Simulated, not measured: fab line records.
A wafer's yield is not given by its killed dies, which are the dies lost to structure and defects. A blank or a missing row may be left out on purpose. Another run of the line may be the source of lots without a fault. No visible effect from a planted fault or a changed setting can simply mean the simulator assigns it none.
Matching of chambers | flow nand_harc | cmp-04 running NHARC_P_STI_CMP_21: 4 sister chambers
The step polishes, t overpolish 20 s, target thk 380.67 nm. 8 wafers are shown with their chamber, then 12 later ones without.

== WAFERS WITH THEIR CHAMBER ==
wafer  | chamber | motor_current_A (A) | overpolish_run_s (s)
L084.5 | 2       | 12.3                | 20.000
L085.4 | 3       | 11.3                | 20.004
L085.6 | 2       | 11.8                | 20.007
L087.4 | 1       | 13.8                | 20.012
L087.5 | 0       | 11.9                | 20.006
L088.1 | 3       | 10.9                | 19.987
L088.4 | 1       | 13.3                | 19.997
L088.6 | 0       | 12.0                | 20.007

== WAFERS WITHOUT THEIR CHAMBER ==
wafer  | motor_current_A (A) | overpolish_run_s (s)
L090.2 | 12.2                | 20.004
L090.4 | 13.4                | 19.988
L090.5 | 12.2                | 20.001
L091.3 | 11.5                | 20.009
L091.4 | 11.7                | 19.997
L091.5 | 12.2                | 20.015
L093.1 | 11.5                | 20.009
L093.2 | 12.3                | 19.999
L093.5 | 12.2                | 19.992
L096.1 | 12.4                | 19.993
L096.3 | 11.2                | 19.989
L096.5 | 12.0                | 19.996

== THE CHAMBER EACH PASSED THROUGH ==
wafer  | from the rows above          | in truth
L090.2 | can't be placed: 2 or 0      | 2
L090.4 | 1                            | 1
L090.5 | can't be placed: 2 or 0      | 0
L091.3 | can't be placed: 0 or 2 or 3 | 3
L091.4 | can't be placed: 0 or 2 or 3 | 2
L091.5 | can't be placed: 0 or 2      | 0
L093.1 | can't be placed: 0 or 2 or 3 | 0
L093.2 | can't be placed: 2 or 0      | 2
L093.5 | can't be placed: 2 or 0      | 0
L096.1 | can't be placed: 2 or 0      | 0
L096.3 | 3                            | 3
L096.5 | can't be placed: 2 or 0      | 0
Correct placement for 2 of the 12. From these rows, 10 cannot be placed; in 10 the true chamber is one of the candidates. 0 placed wrongly.
How it was worked out, from the rows above alone: a wafer's distance from a chamber is the root of the sum, over the readings, of the square of ((its reading less the chamber's mean) divided by the reading's scatter). If the next closest chamber is less than 2 further off than the closest, the wafer can't be placed; otherwise it belongs to the closest. A chamber's mean is the mean of its shown wafers. The scatter is the square root of a quotient: the sum, over the shown wafers, of each reading's squared deviation from its chamber's mean, divided by wafers minus chambers.
